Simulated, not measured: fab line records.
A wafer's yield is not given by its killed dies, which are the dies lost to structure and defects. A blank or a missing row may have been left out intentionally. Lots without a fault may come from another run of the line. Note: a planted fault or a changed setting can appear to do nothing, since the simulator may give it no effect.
Which tool did it? | flow nandHarc | 15 lots with 45 wafers sampled at 4 steps, on a route of 1302 steps

## WHAT THE GAUGES READ, wafer by wafer
No reading from a measuring or inspecting step in the record can be judged against a usual standard deviation.

## TOOL THAT RAN EACH LOT (tool first, then ch and the chambers of the sampled wafers, then the start)
lot  | NHARC_A_STAIRCASE_ETCH_453                   | NHARC_A_STAIRCASE_ANNEAL_326  | NHARC_A_STAIRCASE_CMP_450     | NHARC_A_STAIRCASE_CMP_152
L590 | rieDiel-08 ch 0,1, day 18 13:42 or earlier   | furnace-07 ch 0, day 18 13:42 | cmp-04 ch 2,3, day 18 23:05   | cmp-04 ch 2,3, day 18 23:10
L591 | rieDiel-07 ch 1,3, day 19 02:22 or earlier   | furnace-07 ch 0, day 19 02:22 | cmp-01 ch 2,3, day 19 11:49   | cmp-01 ch 2,3, day 19 11:53
L593 | rieDiel-07 ch 0,2,3, day 19 13:09 or earlier | furnace-01 ch 0, day 19 13:09 | cmp-01 ch 1,2,3, day 19 22:28 | cmp-01 ch 1,2,3, day 19 22:32
L594 | rieDiel-07 ch 0,3, day 20 02:37 or earlier   | furnace-06 ch 0, day 20 02:37 | cmp-02 ch 0,3, day 20 12:50   | cmp-02 ch 0,3, day 20 12:55
L596 | rieDiel-07 ch 0,3, day 20 15:29 or earlier   | furnace-07 ch 0, day 20 15:29 | cmp-02 ch 0,2,3, day 21 00:50 | cmp-02 ch 0,2,3, day 21 00:55
L597 | rieDiel-04 ch 0,1,3, day 21 09:20 or earlier | furnace-01 ch 0, day 21 09:20 | cmp-01 ch 0,1,3, day 21 18:53 | cmp-01 ch 0,1,3, day 21 18:58
L598 | rieDiel-04 ch 0,1,2, day 22 06:10 or earlier | furnace-06 ch 0, day 22 06:10 | cmp-01 ch 0,1,2, day 22 15:32 | cmp-01 ch 0,1,2, day 22 15:37
L599 | rieDiel-08 ch 0,1,3, day 22 11:01 or earlier | furnace-01 ch 0, day 22 11:01 | cmp-01 ch 0,2,3, day 22 21:53 | cmp-01 ch 0,2,3, day 22 21:58
L603 | rieDiel-04 ch 1,2,3, day 24 02:57 or earlier | furnace-06, day 24 02:57      | cmp-02 ch 0,3, day 24 12:19   | cmp-02 ch 0,3, day 24 12:23
L605 | rieDiel-04 ch 1,3, day 24 02:57 or earlier   | furnace-06, day 24 02:57      | cmp-04 ch 0,1,3, day 24 12:36 | cmp-04 ch 0,1,3, day 24 12:40
L604 | rieDiel-08 ch 0,1, day 24 02:57 or earlier   | furnace-06, day 24 02:57      | cmp-01 ch 0,3, day 24 12:22   | cmp-01 ch 0,3, day 24 12:26
L607 | rieDiel-07 ch 0,1,3, day 25 09:01 or earlier | furnace-07 ch 0, day 25 09:01 | cmp-01 ch 1,2, day 25 18:23   | cmp-01 ch 1,2, day 25 18:27
L612 | rieDiel-04 ch 0,1, day 27 08:42 or earlier   | furnace-01 ch 0, day 27 08:42 | cmp-01 ch 0,1,3, day 27 17:58 | cmp-01 ch 0,1,3, day 27 18:02
L611 | rieDiel-04 ch 0,2, day 27 08:42 or earlier   | furnace-01 ch 0, day 27 08:42 | cmp-04 ch 0,1,2, day 27 18:13 | cmp-04 ch 0,1,2, day 27 18:17
L613 | rieDiel-04 ch 0,2,3, day 28 01:10 or earlier | furnace-07 ch 0, day 28 01:10 | cmp-04 ch 1,3, day 28 10:44   | cmp-04 ch 1,3, day 28 10:48
- NHARC_A_STAIRCASE_ETCH_453: etches the open film in CF4/O2, target depth 30 nm, overetch 3 nm, time 16.5 s.
- NHARC_A_STAIRCASE_ANNEAL_326: time 1800 s.
- NHARC_A_STAIRCASE_CMP_450: polishes SiO2, target thk 200 nm.
- NHARC_A_STAIRCASE_CMP_152: polishes.

## WHAT THE TOOLS THEMSELVES READ (means of the sampled wafers that have a number; where no wafer has one, the mark that the record gives instead)
NHARC_A_STAIRCASE_ETCH_453.
lot  | tool       | biasW (W) | drypumpMotorCurrentA (A) | oesProductAu (a.u.) | rfVppV (V) | showerheadPlenumPTorr (Torr) | throttleValvePct (%)
L590 | rieDiel-08 | 100.46    | 5.8                      | 0.996               | 200.2      | 1.44                         | 13.400
L591 | rieDiel-07 | 100.07    | 5.7                      | 0.996               | 197.3      | 1.33                         | 13.401
L593 | rieDiel-07 | 100.07    | 5.8                      | 0.997               | 198.4      | 1.36                         | 13.391
L594 | rieDiel-07 | 99.89     | 5.9                      | 1.002               | 198.9      | 1.38                         | 13.393
L596 | rieDiel-07 | 99.95     | 5.9                      | 1.003               | 197.8      | 1.37                         | 13.394
L597 | rieDiel-04 | 99.79     | 5.3                      | 1.000               | 198.1      | 1.32                         | 13.387
L598 | rieDiel-04 | 100.03    | 5.5                      | 0.998               | 197.7      | 1.34                         | 13.394
L599 | rieDiel-08 | 100.01    | 5.7                      | 1.002               | 199.4      | 1.38                         | 13.385
L603 | rieDiel-04 | 100.00    | 5.3                      | 1.006               | 198.5      | 1.35                         | 13.404
L605 | rieDiel-04 | 99.99     | 5.0                      | 1.007               | 196.6      | 1.30                         | 13.404
L604 | rieDiel-08 | 99.87     | 5.5                      | 0.991               | 199.3      | 1.42                         | 13.399
L607 | rieDiel-07 | 100.22    | 5.8                      | 0.998               | 198.0      | 1.34                         | 13.396
L612 | rieDiel-04 | 100.03    | 5.1                      | 1.004               | 196.7      | 1.28                         | 13.394
L611 | rieDiel-04 | 99.94     | 5.8                      | 0.996               | 197.9      | 1.35                         | 13.395
L613 | rieDiel-04 | 100.34    | 5.6                      | 0.996               | 197.7      | 1.36                         | 13.401

NHARC_A_STAIRCASE_ANNEAL_326.
lot  | tool       | runLengthS (s) | spikeTcBottomC (C)
L590 | furnace-07 | 1825           | 768.8
L591 | furnace-07 | 1824           | 769.4
L593 | furnace-01 | 1830           | 771.4
L594 | furnace-06 | 1814           | 770.4
L596 | furnace-07 | 1823           | 770.5
L597 | furnace-01 | 1827           | 772.0
L598 | furnace-06 | 1812           | 770.4
L599 | furnace-01 | 1822           | 770.7
L603 | furnace-06 | -              | -
L605 | furnace-06 | -              | -
L604 | furnace-06 | -              | -
L607 | furnace-07 | 1825           | 769.1
L612 | furnace-01 | 1822           | 771.4
L611 | furnace-01 | 1833           | 770.9
L613 | furnace-07 | 1834           | 768.8

NHARC_A_STAIRCASE_CMP_450.
lot  | tool   | motorCurrentA (A) | slurryFlowMlMin
L590 | cmp-04 | 11.5              | 149.7
L591 | cmp-01 | 11.3              | 149.5
L593 | cmp-01 | 11.7              | 150.2
L594 | cmp-02 | 12.8              | 150.2
L596 | cmp-02 | 12.2              | 149.7
L597 | cmp-01 | 12.1              | 149.9
L598 | cmp-01 | 12.8              | 150.1
L599 | cmp-01 | 11.6              | 150.0
L603 | cmp-02 | 12.4              | 150.0
L605 | cmp-04 | 12.2              | 150.0
L604 | cmp-01 | 11.6              | 150.2
L607 | cmp-01 | 12.6              | 150.1
L612 | cmp-01 | 12.2              | 150.3
L611 | cmp-04 | 11.3              | 149.7
L613 | cmp-04 | 12.2              | 150.5

NHARC_A_STAIRCASE_CMP_152.
lot  | tool   | motorCurrentA (A) | slurryFlowMlMin
L590 | cmp-04 | 11.5              | 149.8
L591 | cmp-01 | 11.5              | 149.6
L593 | cmp-01 | 12.1              | 150.3
L594 | cmp-02 | 13.1              | 149.9
L596 | cmp-02 | 12.5              | 149.5
L597 | cmp-01 | 12.1              | 150.1
L598 | cmp-01 | 12.8              | 150.4
L599 | cmp-01 | 11.6              | 149.7
L603 | cmp-02 | 12.3              | 150.0
L605 | cmp-04 | 12.0              | 150.2
L604 | cmp-01 | 11.2              | 150.2
L607 | cmp-01 | 12.7              | 150.9
L612 | cmp-01 | 11.9              | 150.0
L611 | cmp-04 | 11.3              | 150.0
L613 | cmp-04 | 12.6              | 150.2

## THE ANSWER, worked out from the rows above alone
Rule: the lots themselves supply what counts as usual. The widest of any qualifying gaps counts: lots, ordered by their means at a reading, are off when they make up no more than a third of the lots, leave a main group of 4 or more, and stand apart from it by 3 or more times the standard deviation of that group's means. A main group is skipped when, at the precision printed for the reading in the tables above, its means are all equal. A lot without any number at a reading at which 4 lots or more have one is off too. The other lots that the step has rows for count as sound. Order of review: gauges by route order, followed by the tools' own readings, for which a lot's mean as printed above is used. The first step at which some lot is off is used, and at that step the reading that is off furthest; a lot without a number counts as furthest.
Off at NHARC_A_STAIRCASE_ANNEAL_326 (runLengthS): L603, L605, L604. Without a number there: L603, L605, L604. For the main group the mean is 1824 s and the standard deviation 6.3.
A tool fits if, at that step or a process step before it, it ran every lot that is off, and no sound lot after the first of them. NHARC_A_STAIRCASE_ETCH_453 gives no start for some lots, so the hours and the order of its lots are those of NHARC_A_STAIRCASE_ANNEAL_326. One candidate fits, namely furnace-06 at NHARC_A_STAIRCASE_ANNEAL_326. A fault onset in the window from L598 (day 22 06:10, its last sound lot) to L603 (day 24 02:57, its first lot off) fits.
Blank at NHARC_A_STAIRCASE_ANNEAL_326 on the lots that are off, where sound lots have numbers: runLengthS, spikeTcBottomC.

## WHAT THE SIMULATOR HAD INSERTED
Entire step skipped (furnace-06, NHARC_A_STAIRCASE_ANNEAL_326), from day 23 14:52 onward. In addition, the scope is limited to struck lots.
Shown lots that were struck: L603, L605, L604. The rule given above showed the same thing.
